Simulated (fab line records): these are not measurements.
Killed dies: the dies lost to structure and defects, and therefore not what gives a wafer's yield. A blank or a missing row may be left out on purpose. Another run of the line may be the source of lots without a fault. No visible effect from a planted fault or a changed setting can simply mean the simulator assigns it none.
fab line records -- flow n5Finfet -- part 2 of 2: steps 5 to 6 of 6
record: lots: 18, wafers: 54, lastDay: 18
route steps=1938 shown MOL_CONTACT_COAG@560 BEOL_M0_SAQP@659
lots with no fault: from the same line, run without faults
startH: hours from the record's opening day to when the first of the lot's shown wafers began -- waitH: time in hours since the lot's previous step -- " unchanged from the row above -- L1.1+2: several wafers, shown together as one row -- - no value, or no start given -- * or withheld: withheld -- < > ~ a bound
route shown NAME@n: names a module that has steps shown in the file, with the first one's number in the route -- usual: mean/standard deviation taken from wafers without a fault -- same: alike in all rows -- chamber/n: place in a boat -- sites: the reading at each site -- _std_site: standard deviation across them -- _edge_site: outer sites' mean less inner sites' -- radiusMm: how far each site lies from the wafer's centre -- mask NAME#n: copy n -- behind: tool/chamber where the wafer was last shaped -- hold: what put the lot on hold/how long, in hours/how the hold closed -- device: which transistor (n, p or np) failed to switch -- end of line: tests of these same wafers at the route's end -- for a step that has no rows: nothing shown but its recipe -- killed: dies that structure and defects cost at the first sort, which is not the same as the wafer's yield -- map: shows each die of a wafer: x if killed, . if not, _ if none is there
set.NAME: the setting as run; set.NAME@STEP: as run at that earlier step -- model.NAME: the simulator's own value behind a step, which no gauge read
steps of the route over a sample of lots; a table a step, a row a wafer
services: when a tool's chamber went out of use (startH, in hours from the record's first day, below 0 if earlier), for how many hours, and the reason
== steps ==
step: N5_MOL_CONTACT_COAG_VIA_ETCH_117
recipe: chemistry: C4F6/O2, targetDepthA: 400, overetchA: 80, maskMaterial: SOC, target: SiO2, biasW: 455, pressureMtorr: 10, timeS: 26, sourceW: 325, Ar_flow_sccm: 300, C4F6_flow_sccm: 10, O2_flow_sccm: 10, ionEnergyEv: 575.3, ends: endPoint
usual: drypumpMotorCurrentA: 5.8/0.43, oesProductAu: 0.71/0.08, rfVppV: 1592/29, showerheadPlenumPTorr: 2.86/0.11, throttleValvePct: 41.0/0.51
lot.wafer,tool,chamber,startH,waitH,drypumpMotorCurrentA,oesProductAu,rfHoursCounterH,rfVppV,showerheadPlenumPTorr,throttleValvePct
L074.4,rieDiel-04,3,101.69,0.0,5.7,0.63,222,1606,2.91,41.0
L074.5,rieDiel-04,2,101.69,0.0,5.5,0.67,-,1635,2.72,41.0
L074.6,rieDiel-04,1,101.69,0.0,6.1,0.79,-,1601,2.89,41.0
L076.3,rieDiel-04,1,112.52,0.0,6.1,0.79,36,1600,2.89,41.0
L076.4,rieDiel-04,3,112.52,0.0,5.7,0.63,226,1606,2.91,41.0
L076.5,rieDiel-04,1,112.52,0.0,6.1,0.78,-,1600,2.89,41.0
L078.1,rieDiel-03,0,129.13,0.0,5.8,0.66,196,1623,2.94,40.2
L078.3,rieDiel-03,1,129.13,0.0,5.8,0.80,12,1605,2.87,40.8
L078.6,rieDiel-03,2,129.13,0.0,5.9,0.64,-,1540,2.71,40.7
L079.3,rieDiel-05,2,131.94,0.0,5.1,0.86,4,1569,3.04,40.9
L079.4,rieDiel-05,3,131.94,0.0,5.7,0.64,202,1605,2.81,40.5
L079.6,rieDiel-05,2,131.94,0.0,5.1,0.86,-,1569,3.04,40.9
L080.1,rieDiel-04,2,141.18,0.0,5.5,0.66,168,1633,2.72,41.0
L080.4,rieDiel-04,0,141.18,0.0,6.4,0.64,225,1548,2.93,42.3
L080.5,rieDiel-04,3,141.18,0.0,5.7,0.61,-,1607,2.90,41.0
L081.1,rieDiel-03,2,145.11,0.0,5.9,0.64,225,1543,2.70,40.7
L081.3,rieDiel-03,0,145.11,0.0,5.8,0.65,201,1623,2.93,40.2
L081.5,rieDiel-03,3,145.11,0.0,5.5,0.84,-,1532,2.79,40.8
L082.1,rieDiel-05,3,147.83,0.0,5.7,0.63,207,1604,2.80,40.5
L082.2,rieDiel-05,2,147.83,0.0,5.1,0.84,9,1569,3.04,40.9
L082.3,rieDiel-05,1,147.83,0.0,5.6,0.64,195,1606,2.70,40.6
L083.2,rieDiel-03,3,155.40,0.0,5.5,0.84,11,1531,2.79,40.8
L083.3,rieDiel-03,2,155.40,0.0,5.9,0.64,229,1541,2.70,40.7
L083.5,rieDiel-03,1,155.40,0.0,5.8,0.79,-,1604,2.87,40.8
L084.1,rieDiel-05,0,159.36,0.0,6.6,0.73,98,1600,2.97,41.2
L084.3,rieDiel-05,3,159.36,0.0,5.7,0.64,211,1605,2.80,40.5
L084.6,rieDiel-05,1,159.36,0.0,5.6,0.63,-,1605,2.70,40.6
L085.3,rieDiel-05,1,171.67,0.0,5.6,0.64,204,1606,2.70,40.6
L085.4,rieDiel-05,0,171.67,0.0,6.6,0.74,-,1600,2.97,41.3
L085.6,rieDiel-05,1,171.67,0.0,5.6,0.64,-,1606,2.70,40.6
L086.1,rieDiel-05,1,172.73,0.0,5.6,0.64,204,1604,2.70,40.6
L086.4,rieDiel-05,0,172.73,0.0,6.6,0.73,-,1600,2.97,41.3
L086.5,rieDiel-05,1,172.73,0.0,5.6,0.63,-,1607,2.70,40.6
L087.2,rieDiel-05,0,182.41,0.0,6.6,0.73,105,1600,2.97,41.3
L087.5,rieDiel-05,0,182.41,0.0,6.6,0.73,-,1600,2.97,41.3
L087.6,rieDiel-05,3,182.41,0.0,5.6,0.63,-,1603,2.80,40.5
L088.3,rieDiel-03,1,187.71,0.0,5.8,0.76,32,1604,2.86,40.8
L088.4,rieDiel-03,3,187.71,0.0,5.5,0.81,21,1530,2.79,40.9
L088.6,rieDiel-03,0,187.71,0.0,5.8,0.63,-,1623,2.93,40.3
L089.3,rieDiel-04,0,189.05,0.0,6.4,0.63,244,1548,2.93,42.3
L089.4,rieDiel-04,2,189.05,0.0,5.5,0.65,-,1634,2.71,41.1
L089.6,rieDiel-04,0,189.05,0.0,6.4,0.63,-,1547,2.93,42.3
L093.1,rieDiel-05,3,210.54,0.0,5.7,0.62,227,1604,2.79,40.5
L093.2,rieDiel-05,1,210.54,0.0,5.6,0.63,217,1605,2.69,40.6
L093.5,rieDiel-05,0,210.54,0.0,6.7,0.72,-,1598,2.97,41.3
L094.1,rieDiel-04,1,225.36,0.0,6.1,0.73,81,1598,2.87,41.0
L094.2,rieDiel-04,2,225.36,0.0,5.5,0.64,201,1632,2.70,41.1
L094.6,rieDiel-04,1,225.36,0.0,6.1,0.74,-,1598,2.87,41.0
L096.1,rieDiel-03,3,234.07,0.0,5.5,0.79,34,1531,2.78,40.9
L096.2,rieDiel-03,0,234.07,0.0,5.8,0.62,236,1622,2.92,40.3
L096.3,rieDiel-03,1,234.07,0.0,5.8,0.73,53,1604,2.86,40.8
L097.2,rieDiel-04,2,242.10,0.0,5.5,0.64,207,1633,2.70,41.1
L097.4,rieDiel-04,2,242.10,0.0,5.5,0.65,-,1632,2.70,41.1
L097.6,rieDiel-04,0,242.10,0.0,6.4,0.84,-,1547,2.92,42.4
step: N5_BEOL_M0_SAQP_STRIP_86
recipe: chemistry: N2/H2, powerW: 500, tempC: 40, pressureMtorr: 50, rfFrequencyHz: 6e+07, overashFraction: 0.3, biasPowerW: 28, h2Frac: 0.5, n2FlowSccm: 300, h2FlowSccm: 300
usual: drypumpMotorCurrentA: 5.7/0.4, h2FlowSccm: 300.0/0.93, oesProductAu: 0.77/0.09, powerW: 500.1/1.6, rfVppV: 121.8/1.4, showerheadPlenumPTorr: 3.36/0.097, throttleValvePct: 18.95/0.25
lot.wafer,tool,chamber,startH,waitH,drypumpMotorCurrentA,h2FlowSccm,oesProductAu,powerW,rfHoursCounterH,rfVppV,showerheadPlenumPTorr,throttleValvePct
L074.4,rieDiel-01,3,108.07,0.1,5.9,299.3,0.86,502.5,-,120.9,3.50,18.54
L074.5,rieDiel-01,2,108.07,0.1,5.6,300.1,0.73,499.5,-,118.4,3.37,19.22
L074.6,rieDiel-01,0,108.07,0.1,5.4,297.9,0.82,498.1,-,123.4,3.38,18.79
L076.3,rieDiel-02,1,118.68,0.1,5.2,298.8,0.79,501.6,141,120.6,3.24,18.71
L076.4,rieDiel-02,0,118.68,0.1,5.9,301.9,0.70,500.1,213,122.8,3.18,19.12
L076.5,rieDiel-02,1,118.68,0.1,5.2,299.2,0.79,499.3,-,120.3,3.24,18.71
L078.1,rieDiel-06,3,135.96,0.1,5.5,300.9,0.93,501.1,20,121.1,3.40,18.66
L078.3,rieDiel-06,1,135.96,0.1,5.5,301.5,0.67,502.2,224,119.9,3.34,18.97
L078.6,rieDiel-06,1,135.96,0.1,5.5,300.6,0.68,501.4,-,121.1,3.34,19.00
L079.3,rieDiel-01,3,139.31,0.1,5.9,298.4,0.83,500.7,93,122.1,3.50,18.58
L079.4,rieDiel-01,0,139.31,0.1,5.4,299.7,0.82,495.8,74,122.8,3.38,18.80
L079.6,rieDiel-01,2,139.31,0.1,5.6,299.5,0.73,502.3,-,122.3,3.36,19.27
L080.1,rieDiel-01,2,147.06,0.1,5.6,299.7,0.72,499.6,174,123.0,3.36,19.30
L080.4,rieDiel-01,1,147.06,0.1,6.4,298.5,0.90,498.6,26,123.1,3.29,18.65
L080.5,rieDiel-01,1,147.06,0.1,6.5,299.7,0.89,498.2,-,121.9,3.28,18.68
L081.1,rieDiel-06,2,151.60,0.4,5.2,300.4,0.72,502.0,181,123.3,3.49,19.17
L081.3,rieDiel-06,3,151.60,0.4,5.5,299.1,0.91,500.0,24,121.3,3.40,18.67
L081.5,rieDiel-06,1,151.60,0.4,5.5,300.8,0.68,500.1,-,118.7,3.34,18.99
L082.1,rieDiel-01,0,154.50,0.1,5.4,300.9,0.80,500.9,79,123.8,3.37,18.82
L082.2,rieDiel-01,1,154.50,0.1,6.4,301.1,0.90,500.8,28,123.1,3.28,18.68
L082.3,rieDiel-01,2,154.50,0.1,5.6,300.9,0.73,497.4,176,121.9,3.36,19.28
L083.2,rieDiel-02,3,163.20,0.1,6.4,299.2,0.68,501.1,217,122.4,3.30,18.87
L083.3,rieDiel-02,0,163.20,0.1,5.9,300.7,0.69,500.5,226,120.0,3.17,19.16
L083.5,rieDiel-02,2,163.20,0.1,5.8,300.5,0.71,499.7,-,121.3,3.49,19.19
L084.1,rieDiel-06,2,167.27,0.2,5.2,300.8,0.72,501.1,184,122.4,3.49,19.16
L084.3,rieDiel-06,3,167.27,0.2,5.5,298.8,0.90,499.4,28,122.9,3.40,18.67
L084.6,rieDiel-06,1,167.27,0.2,5.5,300.8,0.66,499.5,-,120.8,3.34,18.98
L085.3,rieDiel-06,2,179.73,0.2,5.2,300.1,0.71,502.6,190,122.2,3.49,19.18
L085.4,rieDiel-06,3,179.73,0.2,5.5,301.1,0.88,500.8,-,122.0,3.39,18.69
L085.6,rieDiel-06,1,179.73,0.2,5.5,300.7,0.66,497.4,-,119.6,3.33,19.00
L086.1,rieDiel-02,3,182.09,0.1,6.4,298.9,0.68,499.5,224,121.6,3.30,18.87
L086.4,rieDiel-02,1,182.09,0.1,5.2,298.9,0.77,502.3,161,120.2,3.23,18.73
L086.5,rieDiel-02,1,182.09,0.1,5.2,300.6,0.77,502.5,-,119.6,3.23,18.73
L087.2,rieDiel-01,3,189.73,0.1,5.9,301.4,0.81,501.1,104,124.3,3.49,18.62
L087.5,rieDiel-01,0,189.73,0.1,5.4,299.6,0.79,499.2,-,123.3,3.37,18.82
L087.6,rieDiel-01,3,189.73,0.1,5.9,301.3,0.82,501.4,-,123.1,3.49,18.60
L088.3,rieDiel-01,3,194.56,0.1,5.9,300.6,0.81,498.8,105,122.6,3.49,18.61
L088.4,rieDiel-01,2,194.56,0.1,5.6,302.2,0.72,500.6,185,121.8,3.36,19.32
L088.6,rieDiel-01,1,194.56,0.1,6.5,300.3,0.87,500.7,-,118.7,3.28,18.71
L089.3,rieDiel-06,1,199.26,0.1,5.5,299.5,0.66,499.6,248,120.4,3.33,19.00
L089.4,rieDiel-06,3,199.26,0.1,5.5,299.4,0.88,496.6,-,121.7,3.39,18.71
L089.6,rieDiel-06,1,199.26,0.1,5.5,301.8,0.66,499.4,-,120.6,3.33,19.02
L093.1,rieDiel-02,0,217.43,0.1,5.9,301.0,0.66,498.8,246,120.9,3.16,19.18
L093.2,rieDiel-02,1,217.43,0.1,5.2,298.2,0.76,502.2,172,120.3,3.23,18.74
L093.5,rieDiel-02,2,217.43,0.1,5.8,299.0,0.71,499.8,-,120.9,3.48,19.22
L094.1,rieDiel-06,3,232.25,0.1,5.5,299.0,0.86,502.3,54,120.6,3.38,18.71
L094.2,rieDiel-06,2,232.25,0.1,5.2,301.0,0.69,501.6,209,122.3,3.48,19.22
L094.6,rieDiel-06,3,232.25,0.1,5.5,301.0,0.86,499.4,-,121.4,3.38,18.72
L096.1,rieDiel-02,2,240.94,0.1,5.8,299.8,0.70,498.7,211,122.6,3.48,19.22
L096.2,rieDiel-02,3,240.94,0.1,6.4,301.1,0.66,500.9,245,121.6,3.29,18.89
L096.3,rieDiel-02,1,240.94,0.1,5.2,300.6,0.74,497.8,181,121.2,3.22,18.79
L097.2,rieDiel-06,1,249.03,0.1,5.5,298.3,0.97,500.2,7,122.1,3.32,18.65
L097.4,rieDiel-06,2,249.03,0.1,5.2,299.6,0.70,500.1,214,120.8,3.47,19.22
L097.6,rieDiel-06,3,249.03,0.1,5.6,301.3,0.85,500.7,-,120.6,3.38,18.72
== services ==
tool,chamber,startH,hours,kind
cmp-04,-,75.23,0.3,repair
rieDiel-05,2,91.55,11.1,repair
rieDiel-05,2,102.69,-,clean
rieDiel-01,1,107.72,3.6,repair
cmp-03,-,111.33,0.9,repair
rieDiel-03,-,118.04,2.8,pm
cmp-04,-,118.06,4.0,pm
rieDiel-04,2,122.02,1.8,repair
cmp-02,-,132.74,11.8,pm
rieDiel-06,2,162.47,4.1,repair
rieDiel-01,-,165.45,15.6,pm
rieDiel-05,0,166.50,3.8,repair
rieDiel-05,3,168.28,4.5,repair
cmp-04,-,175.32,3.3,pm
cmp-03,-,181.91,3.1,repair
rieDiel-03,3,197.84,8.7,repair
cmp-04,-,207.03,0.2,repair
rieDiel-03,3,214.28,5.1,repair
cmp-03,-,227.02,1.6,repair
cmp-02,-,231.24,1.0,repair
cmp-04,-,242.01,0.8,repair
cmp-04,-,243.86,0.6,repair
cmp-04,-,247.10,2.6,repair
rieDiel-03,3,248.74,6.3,repair
